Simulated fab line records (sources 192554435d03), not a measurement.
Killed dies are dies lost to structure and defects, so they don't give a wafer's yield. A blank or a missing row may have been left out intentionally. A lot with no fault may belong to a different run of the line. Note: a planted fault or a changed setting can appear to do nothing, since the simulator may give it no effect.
Struck lot and sound lot, side by side :: flow n5Finfet :: 31 steps out of a route of 1938
Sound: these wafers, L189.3, L189.4, L189.6. Struck: wafers L196.2, L196.6. (L196.4 of the same lot was not struck and is left out.) The cause comes at the end.
For every step that has rows: the tool of each side, followed by ch and its chambers, followed by its first start. Under that, the readings that differ: sound wafers :: struck wafers :: difference of the means :: sigmas: that difference in standard deviations of wafers without a fault.
alike: readings whose means differ by less than 2 such deviations, and words and numbers that are the same on both sides. not compared: withheld readings, readings that some wafer has no value for, bounds like >300 that may hide the same value, and numbers for which the record gives no deviation and whose values overlap.
Wherever a step has rows on one side only, a row that says differs or no value, or a row with sigmas, the two part there. Non-overlapping numbers with no deviation appear without sigmas and do not part them. A reading that every wafer of one side lacks parts them only if that side has two wafers or more.

first, 9 steps without rows for these wafers: N5_BEOL_M7_DESCUM_33 (chemistry O2, time 7 s); N5_BEOL_M7_ETCH_72 (etches underlayer in N2/H2, target depth 6.5 nm, time 5.2 s); N5_BEOL_M7_ETCH_65 (etches SiARC in CF4, target depth 15.6 nm, time 26 s); N5_BEOL_M7_ETCH_66 (etches SOC in N2/H2, target depth 80 nm, overetch 16 nm, time 120 s); N5_BEOL_M7_STRIP_69 (strips in N2/H2); N5_BEOL_M7_STRIP_73 (strips in N2/H2); N5_BEOL_M7_VIA_ETCH_34 (etches SiCOH lowk in C4F6/O2, target depth 125.5 nm, time 50.5 s); N5_BEOL_M7_STRIP_76 (strips in C4F6/O2); N5_BEOL_M7_STRIP_36 (strips in N2/H2).
N5_BEOL_M7_TRENCH_ETCH_37: etches SiCOH lowk in C4F6/O2, target depth 93.478 nm, time 31.2 s.
  sound on rieDiel-04 ch 1,2,3, day 9 13:32; struck on rieDiel-04 ch 1,3, day 11 08:47
reading: runLengthS (s)
sound: 54.6 54.8 55.3
struck: 52.3 53.0
difference: -2.2
sigmas: -4

reading: model.etch.depthNm (nm)
sound: 94.08 95.08 92.64
struck: 89.19 89.1
difference: -4.79
sigmas: 

reading: model.BEOL_M7.featureDepthNm (nm)
sound: 94 95 92.6
struck: 89.2 89.2
difference: -4.7
sigmas: 
  alike: O2_flow_sccm, drypumpMotorCurrentA, oesProductAu, rfVppV, showerheadPlenumPTorr, throttleValvePct
  not compared: rfHoursCounterH
then, 2 steps without rows for these wafers: N5_BEOL_M7_ETCH_41 (etches SiCN in CH3F/O2, target depth 31.9 nm, time 57.8 s); N5_BEOL_M7_STRIP_80 (strips in N2/H2, time 10 s).
N5_BEOL_M7_OCD_MEAS_38:
  sound on ocd-01, day 9 13:41; struck on ocd-01, day 11 08:57
reading: trenchDepthNm (nm)
sound: 93.5 95.0 92.2
struck: 89.3 89.5
difference: -4.2
sigmas: -3
then, 13 steps without rows for these wafers: N5_BEOL_M7_HM_STRIP_39 (strips TiN in peroxide tin strip, target depth 25 nm, time 158 s); N5_BEOL_M7_SRD_40 (time 30 s); N5_BEOL_M7_PRECLEAN_42 (cleans in residue remover, time 60 s); N5_BEOL_M7_SRD_43 (time 30 s); N5_BEOL_M7_CURE_75 (cures SiCOH lowk, time 120 s); N5_BEOL_M7_DEGAS_44 (time 60 s); N5_BEOL_M7_PRE_CLEAN_45 (time 30 s); N5_BEOL_M7_ALD_77 (deposits TaN, target thk 2 nm, pulse time 2 s, purge time 3 s); N5_BEOL_M7_SURFACE_TREAT_79; N5_BEOL_M7_CVD_78 (deposits Co from CCTBA/H2, target thk 2 nm, time 142.3 s); N5_BEOL_M7_SPUTTER_48 (material Cu, target thk 10 nm, time 1.667 s); N5_BEOL_M7_ECD_50 (material Cu, target thk 300 nm); N5_BEOL_M7_ANNEAL_51 (time 90 s).
N5_BEOL_M7_CMP_52: polishes, stops on SiCOH lowk, t overpolish 6.9 s, target thk 80 nm.
  sound on cmp-02 ch 0,2, day 9 15:52; struck on cmp-03 ch 2,3, day 11 12:26
reading: barrierFieldEndpointS (s)
sound: 29.7 28.5 29.8
struck: 27.4 27.9
difference: -1.7
sigmas: -2

reading: model.Cu_of_BEOL_M7_ECD_50.thkNm (nm)
sound: 80.2 82 78.8
struck: 76.6 76.4
difference: -3.8
sigmas: 
  alike: motorCurrentA, overpolishRunS, retainingRingPressureFrac, timeToEndpointS
  not compared: padLifeWafers
N5_BEOL_M7_THK_MEAS_53: measures by xrf.
  sound on filmMetro-02, day 9 16:10; struck on filmMetro-02, day 11 13:01
reading: M7_THK (nm)
sound: 81.2 82.9 79.2
struck: 75.8 75.7
difference: -5.4
sigmas: -3
then, 2 steps without rows for these wafers: N5_BEOL_M7_PRE_CLEAN_55 (time 15 s); N5_BEOL_M7_DEP_56 (deposits SiCN from 3MS/NH3, target thk 10 nm, time 17.5 s).
N5_BEOL_M7_RS_MEAS_57: the measuring method here is four-point-probe.
  sound on filmMetro-01, day 9 16:19; struck on filmMetro-02, day 11 13:08
reading: M7_RS (ohm/sq)
sound: 0.286 0.279 0.293
struck: 0.301 0.302
difference: +0.016
sigmas: +2

## WHERE THEY PART
First at N5_BEOL_M7_TRENCH_ETCH_37; last, within this record, at N5_BEOL_M7_RS_MEAS_57.

WHY: whatever the simulator had introduced
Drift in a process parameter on rieDiel-04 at N5_BEOL_M7_TRENCH_ETCH_37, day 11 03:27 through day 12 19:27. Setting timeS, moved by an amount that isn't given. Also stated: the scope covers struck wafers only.
